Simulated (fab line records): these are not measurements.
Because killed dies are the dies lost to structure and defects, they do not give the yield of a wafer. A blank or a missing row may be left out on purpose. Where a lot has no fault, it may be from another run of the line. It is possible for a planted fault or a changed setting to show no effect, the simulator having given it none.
fab line records	flow n5-finfet	part 1 of 2: steps 1 to 4 of 6
[record] lots = 21	wafers = 63	last-day = 19
route steps=1938 shown BEOL_M1@753 BEOL_M2@860
lots untouched by any fault: they come from a run of this same line in which no faults occurred
start-h: the number of hours between the record's first day and the start of the first shown wafer of the lot	wait-h: time in hours since the lot's previous step	" same as the row above	L1.1+2: a row that stands for several wafers	- value missing, or start not given	* or withheld: withheld	< > ~ a bound
route shown NAME@n: a module of which the file shows steps, and the number in the route of the first	usual: the fault-free wafers' mean and standard deviation	same: alike in all rows	chamber/n: place in a boat	sites: per-site readings	_std_site: standard deviation across them	_edge_site: the outer-site mean with the inner-site mean subtracted	radius-mm: how far each site lies from the wafer's centre	mask NAME#n: copy n	behind: the last tool/chamber to shape the wafer	hold: what put the lot on hold/how long, in hours/how the hold closed	device: the transistor (n, p or np) that didn't switch	end of line: tests run on the same wafers once the route is complete	step lacking rows: just its recipe	killed: not the wafer's yield, but the dies lost to structure and defects at the first sort	map: the dies of a wafer, with x for killed, . for not killed, _ for no die there
set.NAME: the setting as run; set.NAME@STEP: as run at that earlier step	model.NAME: the simulator's own value behind a step, which no gauge read
one table for each step of the route and one row for each wafer, over a sample of lots
services: a tool's chamber out of use, with start hour (start-h, from the record's first day; less than 0 if before it), hours out, and reason
[[steps]]
[step N5_BEOL_M1_PECVD_72]
[recipe] material = SiO2	target-thk-a = 160	temp-c = 400	precursor = TEOS/O2	pressure-torr = 5.5	rf-w = 450	teos-flow-sccm = 53.8	gas = O2	flow-sccm = 3000	time-s = 18
[usual] heater-power-w = 676/91	showerhead-plenum-p-Torr = 8.73/0.088	throttle-valve-pct = 22.8/1.4
lot.wafer	tool	chamber	start-h	wait-h	heater-power-w	showerhead-plenum-p-Torr	throttle-valve-pct
L074.2	pecvd-01	2	118.05	0.0	556	8.62	22.0
L074.3	"	0	"	"	762	8.65	25.5
L074.5	"	0	"	"	782	8.66	25.3
L075.3	pecvd-02	0	125.07	0.0	701	8.79	21.8
L075.5	"	1	"	"	785	8.71	22.1
L075.6	"	2	"	"	582	8.79	21.8
L076.2	pecvd-01	0	133.69	0.0	677	8.64	25.1
L076.4	"	1	"	"	625	8.75	24.5
L076.5	"	0	"	"	680	8.66	25.5
L077.2	pecvd-02	1	137.57	0.0	868	8.71	22.1
L077.4	"	2	"	"	595	8.79	22.3
L077.5	"	0	"	"	632	8.78	21.9
L078.1	pecvd-03	1	143.56	0.0	756	8.82	22.7
L078.3	"	2	"	"	798	8.91	20.6
L078.5	"	2	"	"	807	8.89	21.0
L079.3	pecvd-01	2	147.95	0.0	633	8.62	21.7
L079.4	"	0	"	"	677	8.65	25.3
L079.6	"	2	"	"	634	8.65	21.9
L080.1	pecvd-02	0	154.04	0.0	728	8.79	21.6
L080.3	"	2	"	"	489	8.77	22.1
L080.4	"	0	"	"	723	8.80	21.7
L082.1	pecvd-02	0	166.03	0.0	718	8.81	21.8
L082.3	"	1	"	"	822	8.69	22.0
L082.4	"	1	"	"	805	8.73	22.1
L081.1	pecvd-02	1	166.34	0.0	779	8.72	21.9
L081.2	"	0	"	"	639	8.80	21.7
L081.5	"	1	"	"	807	8.72	22.0
L083.1	pecvd-02	0	173.53	0.0	658	8.80	21.9
L083.3	"	1	"	"	908	8.70	21.9
L083.6	"	2	"	"	539	8.80	22.5
L084.1	pecvd-03	0	180.88	0.0	778	8.54	22.0
L084.3	"	2	"	"	804	8.92	21.0
L084.4	"	0	"	"	767	8.56	22.1
L085.3	pecvd-03	0	194.92	0.0	653	8.57	22.1
L085.4	"	1	"	"	660	8.82	22.8
L085.6	"	0	"	"	641	8.56	22.0
L087.3	pecvd-02	2	202.06	0.0	514	8.77	22.6
L087.5	"	1	"	"	820	8.72	22.1
L087.6	"	2	"	"	519	8.78	22.4
L089.3	pecvd-01	1	210.93	0.0	586	8.75	24.6
L089.5	"	2	"	"	510	8.65	22.0
L089.6	"	1	"	"	576	8.72	24.6
L090.1	pecvd-01	2	216.89	0.0	601	8.64	21.9
L090.2	"	1	"	"	590	8.76	24.4
L090.4	"	0	"	"	732	8.64	25.5
L092.1	pecvd-03	0	228.46	0.0	784	8.57	22.0
L092.2	"	1	"	"	693	8.81	22.8
L092.6	"	1	"	"	698	8.77	22.8
L093.1	pecvd-01	2	231.92	0.0	611	8.61	21.9
L093.3	"	0	"	"	710	8.64	25.3
L093.6	"	0	"	"	717	8.63	25.4
L094.1	pecvd-03	1	236.93	0.0	747	8.81	22.9
L094.3	"	0	"	"	731	8.57	22.0
L094.4	"	1	"	"	769	8.80	22.7
L095.1	pecvd-01	2	246.39	0.0	585	8.64	22.0
L095.2	"	1	"	"	674	8.75	24.7
L095.5	"	0	"	"	755	8.67	25.3
L097.2	pecvd-02	2	257.09	0.0	595	8.79	22.7
L097.5	"	2	"	"	595	8.80	22.8
L097.6	"	0	"	"	653	8.81	22.2
L096.1	pecvd-02	0	262.44	0.0	598	8.81	21.9
L096.5	"	2	"	"	573	8.75	22.8
L096.6	"	0	"	"	619	8.80	22.0
[step N5_BEOL_M1_HM_DEP_02]
[recipe] material = TiN	target-thk-a = 200	temp-c = 25	chamber-pressure-pa = 0.49996
[usual] substrate-temp-c = 25.01/0.1	throttle-valve-pct = 29.5/0.94
lot.wafer	tool	chamber	start-h	wait-h	substrate-temp-c	throttle-valve-pct
L074.2	pvd-sputter-02	-	120.76	2.7	25.04	27.7
L074.3	"	-	"	"	25.09	28.7
L074.5	"	-	"	"	25.09	27.6
L075.3	pvd-sputter-03	-	126.80	1.7	25.00	29.4
L075.5	"	-	"	"	24.99	29.9
L075.6	"	-	"	"	25.15	29.4
L076.2	pvd-sputter-01	-	135.16	1.5	25.04	29.8
L076.4	"	-	"	"	25.11	29.7
L076.5	"	-	"	"	25.00	30.3
L077.2	pvd-sputter-02	-	138.68	1.1	25.07	28.0
L077.4	"	-	"	"	25.12	28.9
L077.5	"	-	"	"	25.12	27.9
L078.1	pvd-sputter-03	-	144.48	0.9	25.02	31.7
L078.3	"	-	"	"	24.98	29.5
L078.5	"	-	"	"	24.79	29.6
L079.3	pvd-sputter-02	-	148.06	0.1	25.02	27.7
L079.4	"	-	"	"	25.12	29.8
L079.6	"	-	"	"	25.07	28.1
L080.1	pvd-sputter-02	-	156.79	2.7	24.99	30.1
L080.3	"	-	"	"	24.93	27.8
L080.4	"	-	"	"	24.94	28.9
L082.1	pvd-sputter-01	-	166.30	0.2	24.84	30.1
L082.3	"	-	"	"	24.88	29.5
L082.4	"	-	"	"	24.93	29.4
L081.1	pvd-sputter-02	-	168.18	1.8	25.19	30.2
L081.2	"	-	"	"	25.10	29.0
L081.5	"	-	"	"	25.10	29.8
L083.1	pvd-sputter-01	-	176.70	3.1	25.03	28.6
L083.3	"	-	"	"	25.20	30.0
L083.6	"	-	"	"	25.08	29.9
L084.1	pvd-sputter-01	-	181.27	0.4	24.92	30.2
L084.3	"	-	"	"	25.07	29.9
L084.4	"	-	"	"	24.93	29.3
L085.3	pvd-sputter-03	-	198.62	3.7	25.01	29.4
L085.4	"	-	"	"	25.18	29.8
L085.6	"	-	"	"	25.03	31.6
L087.3	pvd-sputter-02	-	202.11	0.0	24.90	28.0
L087.5	"	-	"	"	25.03	29.9
L087.6	"	-	"	"	24.95	27.7
L089.3	pvd-sputter-02	-	213.23	2.3	25.09	29.7
L089.5	"	-	"	"	24.98	29.9
L089.6	"	-	"	"	25.13	28.8
L090.1	pvd-sputter-02	-	218.53	1.6	25.14	30.0
L090.2	"	-	"	"	24.83	28.8
L090.4	"	-	"	"	25.08	29.9
L092.1	pvd-sputter-02	-	230.22	1.7	25.04	30.0
L092.2	"	-	"	"	25.05	30.0
L092.6	"	-	"	"	24.86	29.8
L093.1	pvd-sputter-03	-	233.70	1.8	24.92	29.9
L093.3	"	-	"	"	24.99	29.5
L093.6	"	-	"	"	25.01	29.4
L094.1	pvd-sputter-02	-	237.11	0.2	25.06	30.2
L094.3	"	-	"	"	24.84	28.6
L094.4	"	-	"	"	24.97	30.1
L095.1	pvd-sputter-01	-	248.09	1.7	24.90	28.4
L095.2	"	-	"	"	24.80	30.4
L095.5	"	-	"	"	24.98	29.4
L097.2	pvd-sputter-01	-	258.65	1.6	25.00	28.7
L097.5	"	-	"	"	24.94	29.7
L097.6	"	-	"	"	25.05	30.1
L096.1	pvd-sputter-01	-	266.42	4.0	24.92	30.3
L096.5	"	-	"	"	25.01	28.8
L096.6	"	-	"	"	25.13	30.3
[step N5_BEOL_M1_ETCH_64]
[recipe] chemistry = N2/H2	target = SOC	target-depth-a = 750	overetch-a = 150	mask-material = SiARC	temp-c = 40	time-s = 112.5	ion-energy-ev = 200	pressure-mtorr = 30	source-w = 840	bias-w = 150	n2-flow-sccm = 200	h2-flow-sccm = 200
[usual] chamber-pressure-mTorr = 29.999/0.023	drypump-motor-current-A = 5.8/0.38	h2-flow-sccm = 200.1/0.57	oes-product-au = 0.61/0.046	rf-vpp-V = 525.0/2.1	showerhead-plenum-p-Torr = 2.59/0.073	throttle-valve-pct = 17.89/0.15
lot.wafer	tool	chamber	start-h	wait-h	chamber-pressure-mTorr	drypump-motor-current-A	h2-flow-sccm	oes-product-au	rf-hours-counter-h	rf-vpp-V	showerhead-plenum-p-Torr	throttle-valve-pct
L074.2	rie-diel-05	2	121.35	0.0	30.014	5.8	200.5	0.59	182	526.6	2.63	18.00
L074.3	"	3	"	"	29.997	5.7	199.2	0.69	34	528.1	2.71	17.81
L074.5	"	2	"	"	29.993	5.7	200.9	0.59	-	527.5	2.63	18.01
L075.3	rie-diel-03	1	127.40	0.0	30.039	6.0	200.2	0.71	20	523.1	2.49	17.74
L075.5	"	0	"	"	30.006	6.4	200.3	0.59	-	523.3	2.52	17.81
L075.6	"	1	"	"	29.982	6.0	200.9	0.71	-	522.7	2.49	17.74
L076.2	rie-diel-04	2	135.88	0.0	29.976	6.5	200.7	0.58	192	523.5	2.53	17.84
L076.4	"	3	"	"	30.014	6.5	200.9	0.57	162	522.9	2.54	17.79
L076.5	"	0	"	"	29.990	5.4	199.7	0.68	-	527.7	2.70	17.60
L077.2	rie-diel-03	3	139.28	0.0	30.035	5.6	200.7	0.56	194	524.9	2.53	17.91
L077.4	"	1	"	"	30.007	6.0	200.5	0.71	-	522.7	2.49	17.74
L077.5	"	3	"	"	29.945	5.6	199.3	0.56	-	523.2	2.52	17.90
L078.1	rie-diel-05	3	145.30	0.0	30.012	5.8	199.6	0.68	42	528.4	2.71	17.84
L078.3	"	1	"	"	30.020	5.8	200.7	0.58	158	526.2	2.65	17.86
L078.5	"	3	"	"	29.968	5.8	199.7	0.68	-	527.7	2.71	17.84
L079.3	rie-diel-04	2	148.66	0.0	29.986	6.5	199.7	0.58	195	523.0	2.53	17.85
L079.4	"	0	"	"	30.006	5.5	200.5	0.68	52	528.3	2.70	17.60
L079.6	"	2	"	"	30.021	6.5	200.8	0.58	-	524.6	2.53	17.83
L080.1	rie-diel-05	3	157.51	0.0	30.007	5.7	200.7	0.68	45	527.5	2.71	17.84
L080.3	"	0	"	"	29.988	5.2	200.6	0.64	80	523.9	2.57	18.12
L080.4	"	1	"	"	29.993	5.8	199.6	0.59	161	527.3	2.65	17.87
L082.1	rie-diel-05	1	167.09	0.0	30.020	5.8	199.4	0.58	163	527.3	2.65	17.86
L082.3	"	2	"	"	29.981	5.7	200.2	0.58	195	525.2	2.62	18.03
L082.4	"	0	"	"	29.955	5.2	200.2	0.64	82	523.0	2.57	18.13
L081.1	rie-diel-03	0	169.00	0.0	29.980	6.4	200.7	0.58	201	525.1	2.51	17.82
L081.2	"	1	"	"	29.982	6.0	201.1	0.69	33	521.9	2.49	17.75
L081.5	"	2	"	"	30.003	5.5	199.8	0.59	-	522.2	2.53	17.67
L083.1	rie-diel-04	2	177.41	0.0	29.992	6.5	199.8	0.58	203	524.2	2.53	17.86
L083.3	"	1	"	"	30.038	6.2	200.3	0.60	144	524.6	2.55	18.06
L083.6	"	1	"	"	30.000	6.2	200.9	0.60	-	523.7	2.55	18.05
L084.1	rie-diel-03	3	182.05	0.0	30.013	5.6	200.7	0.55	208	524.2	2.52	17.93
L084.3	"	0	"	"	30.010	6.4	200.1	0.58	204	524.2	2.51	17.84
L084.4	"	1	"	"	30.024	6.0	200.7	0.68	36	522.3	2.49	17.76
L085.3	rie-diel-05	0	200.02	0.0	30.013	5.3	201.2	0.64	92	524.6	2.57	18.14
L085.4	"	1	"	"	29.990	5.8	200.6	0.58	172	526.6	2.64	17.87
L085.6	"	3	"	"	29.996	5.7	199.5	0.66	-	527.1	2.70	17.88
L087.3	rie-diel-03	3	203.02	0.0	30.018	5.6	200.8	0.55	215	523.3	2.52	17.93
L087.5	"	1	"	"	30.001	6.1	199.7	0.68	-	521.8	2.48	17.76
L087.6	"	2	"	"	30.010	5.4	199.6	0.58	-	522.6	2.52	17.71
L089.3	rie-diel-04	1	214.08	0.0	30.024	6.2	199.1	0.59	154	523.4	2.54	18.05
L089.5	"	1	"	"	29.986	6.2	198.9	0.60	-	524.2	2.54	18.06
L089.6	"	0	"	"	29.967	5.4	198.5	0.66	-	527.9	2.69	17.65
L090.1	rie-diel-05	2	219.33	0.0	29.984	5.7	200.5	0.57	211	525.2	2.62	18.07
L090.2	"	3	"	"	29.968	5.7	200.0	0.65	64	528.6	2.70	17.89
L090.4	"	1	"	"	29.993	5.8	199.1	0.57	178	526.8	2.64	17.88
L092.1	rie-diel-04	0	230.81	0.0	30.017	5.4	200.0	0.65	77	527.5	2.69	17.63
L092.2	"	2	"	"	29.985	6.5	200.6	0.57	217	522.0	2.52	17.88
L092.6	"	0	"	"	29.939	5.5	199.9	0.65	-	527.9	2.69	17.66
L093.1	rie-diel-03	3	234.68	0.0	30.027	5.6	199.4	0.55	225	522.3	2.51	17.97
L093.3	"	2	"	"	30.053	5.5	199.4	0.57	196	522.7	2.52	17.73
L093.6	"	2	"	"	29.988	5.5	199.8	0.57	-	523.6	2.52	17.71
L094.1	rie-diel-05	2	237.83	0.0	30.058	5.7	199.1	0.57	218	525.6	2.61	18.06
L094.3	"	3	"	"	30.033	5.7	200.3	0.65	70	526.6	2.70	17.88
L094.4	"	1	"	"	29.963	5.8	199.9	0.57	185	526.4	2.64	17.90
L095.1	rie-diel-05	1	248.69	0.0	29.963	5.8	199.3	0.57	187	527.3	2.64	17.91
L095.2	"	0	"	"	30.032	5.2	199.2	0.62	107	523.5	2.56	18.17
L095.5	"	2	"	"	29.992	5.7	199.8	0.57	-	526.0	2.61	18.08
L097.2	rie-diel-04	0	259.38	0.0	29.994	5.4	200.0	0.64	85	527.2	2.68	17.63
L097.5	"	0	"	"	30.013	5.5	200.3	0.64	-	527.7	2.68	17.66
L097.6	"	1	"	"	29.991	6.2	201.0	0.58	-	524.2	2.54	18.10
L096.1	rie-diel-03	3	267.02	0.0	30.011	5.6	200.8	0.54	235	521.5	2.51	17.98
L096.5	"	1	"	"	30.041	6.0	200.4	0.67	-	522.8	2.48	17.80
L096.6	"	0	"	"	29.975	6.4	199.9	0.57	-	522.0	2.50	17.88
[step N5_BEOL_M1_TRENCH_ETCH_37]
[recipe] chemistry = C4F6/O2	target-depth-a = 552.07	target = SiOC	time-s = 29	ion-energy-ev = 250	pressure-mtorr = 30	source-w = 355	bias-w = 185	Ar_flow_sccm = 300	C4F6_flow_sccm = 10	O2_flow_sccm = 10
[usual] chamber-pressure-mTorr = 29.999/0.028	drypump-motor-current-A = 5.9/0.41	oes-product-au = 0.77/0.061	rf-vpp-V = 666/4.3	showerhead-plenum-p-Torr = 2.88/0.071	throttle-valve-pct = 20.89/0.16
lot.wafer	tool	chamber	start-h	wait-h	chamber-pressure-mTorr	drypump-motor-current-A	oes-product-au	rf-hours-counter-h	rf-vpp-V	showerhead-plenum-p-Torr	throttle-valve-pct
L074.2	rie-diel-05	0	-	-	29.970	5.2	0.82	71	664	2.89	21.11
L074.3	"	2	"	"	29.973	5.7	0.75	184	671	2.94	21.00
L074.5	"	3	"	"	29.985	5.7	0.88	-	671	3.01	20.82
L075.3	rie-diel-04	2	-	-	29.971	6.5	0.73	190	665	2.83	20.73
L075.5	"	0	"	"	29.967	5.5	0.87	-	670	3.00	20.60
L075.6	"	3	"	"	29.986	6.5	0.71	-	660	2.85	20.80
L076.2	rie-diel-03	0	-	-	30.016	6.4	0.74	191	665	2.82	20.82
L076.4	"	3	"	"	30.009	5.6	0.72	-	673	2.83	20.97
L076.5	"	1	"	"	30.026	6.1	0.92	-	663	2.78	20.65
L077.2	rie-diel-05	2	-	-	29.997	5.7	0.74	188	671	2.93	21.02
L077.4	"	3	"	"	29.983	5.7	0.88	40	671	3.01	20.82
L077.5	"	1	"	"	30.015	5.8	0.74	-	664	2.96	20.87
L078.1	rie-diel-03	0	-	-	30.015	6.4	0.74	194	665	2.81	20.83
L078.3	"	3	"	"	30.032	5.6	0.71	198	674	2.83	20.95
L078.5	"	3	"	"	29.991	5.6	0.71	-	675	2.83	20.96
L079.3	rie-diel-03	3	-	-	30.021	5.6	0.70	200	674	2.83	20.95
L079.4	"	0	"	"	29.979	6.4	0.74	-	665	2.81	20.83
L079.6	"	3	"	"	29.993	5.6	0.72	-	674	2.83	20.95
L080.1	rie-diel-04	1	-	-	29.943	6.2	0.76	139	667	2.84	21.00
L080.3	"	2	"	"	30.003	6.5	0.73	198	665	2.82	20.75
L080.4	"	3	"	"	30.026	6.5	0.71	169	659	2.84	20.83
L082.1	rie-diel-04	0	-	-	30.044	5.4	0.85	59	670	3.00	20.62
L082.3	"	2	"	"	29.973	6.5	0.72	201	665	2.82	20.75
L082.4	"	1	"	"	30.017	6.1	0.76	142	667	2.84	21.00
L081.1	rie-diel-03	0	-	-	29.971	6.4	0.73	202	665	2.81	20.83
L081.2	"	3	"	"	29.964	5.6	0.70	206	675	2.82	20.97
L081.5	"	3	"	"	30.005	5.6	0.71	-	675	2.82	20.98
L083.1	rie-diel-05	2	-	-	30.009	5.7	0.71	200	671	2.93	21.04
L083.3	"	0	"	"	30.027	5.2	0.80	87	664	2.88	21.13
L083.6	"	2	"	"	29.964	5.7	0.72	-	670	2.93	21.03
L084.1	rie-diel-03	2	-	-	29.981	5.5	0.74	181	662	2.83	20.66
L084.3	"	1	"	"	30.019	6.0	0.89	38	665	2.77	20.65
L084.4	"	0	"	"	30.001	6.3	0.72	206	665	2.81	20.85
L085.3	rie-diel-04	0	-	-	29.945	5.5	0.85	71	669	2.99	20.63
L085.4	"	1	"	"	30.002	6.1	0.76	153	666	2.84	21.02
L085.6	"	2	"	"	30.068	6.5	0.73	-	663	2.82	20.77
L087.3	rie-diel-05	3	-	-	29.956	5.7	0.84	62	672	3.00	20.87
L087.5	"	3	"	"	29.990	5.7	0.84	-	671	3.00	20.86
L087.6	"	0	"	"	29.953	5.2	0.79	-	664	2.88	21.14
L089.3	rie-diel-05	3	-	-	30.026	5.8	0.84	65	670	3.00	20.87
L089.5	"	1	"	"	30.031	5.8	0.72	-	659	2.95	20.93
L089.6	"	0	"	"	29.984	5.2	0.78	-	663	2.88	21.17
L090.1	rie-diel-03	2	-	-	29.950	5.5	0.73	194	661	2.82	20.68
L090.2	"	1	"	"	29.989	6.0	0.87	50	665	2.77	20.67
L090.4	"	3	"	"	29.995	5.6	0.69	223	675	2.82	20.98
L092.1	rie-diel-04	2	-	-	29.947	6.5	0.72	218	665	2.82	20.78
L092.2	"	0	"	"	30.003	5.4	0.83	79	668	2.99	20.64
L092.6	"	3	"	"	30.000	6.4	0.69	-	659	2.83	20.85
L093.1	rie-diel-05	2	-	-	30.002	5.7	0.70	220	672	2.92	21.07
L093.3	"	1	"	"	30.039	5.8	0.71	186	662	2.94	20.92
L093.6	"	2	"	"	30.000	5.7	0.71	-	671	2.92	21.07
L094.1	rie-diel-05	3	-	-	30.008	5.7	0.83	72	671	2.99	20.87
L094.3	"	0	"	"	29.944	5.2	0.77	106	664	2.87	21.19
L094.4	"	1	"	"	30.031	5.8	0.71	187	663	2.94	20.92
L095.1	rie-diel-05	1	-	-	30.004	5.8	0.72	189	662	2.94	20.94
L095.2	"	0	"	"	30.017	5.2	0.79	108	663	2.87	21.16
L095.5	"	3	"	"	29.986	5.7	0.83	-	671	2.99	20.86
L097.2	rie-diel-05	3	-	-	29.984	5.7	0.82	78	671	2.99	20.88
L097.5	"	2	"	"	29.954	5.7	0.70	-	671	2.92	21.07
L097.6	"	3	"	"	30.008	5.7	0.82	-	670	2.99	20.88
L096.1	rie-diel-05	2	-	-	29.987	5.7	0.71	226	672	2.92	21.09
L096.5	"	0	"	"	30.062	5.2	0.77	-	662	2.87	21.18
L096.6	"	3	"	"	29.981	5.7	0.83	-	670	2.99	20.88
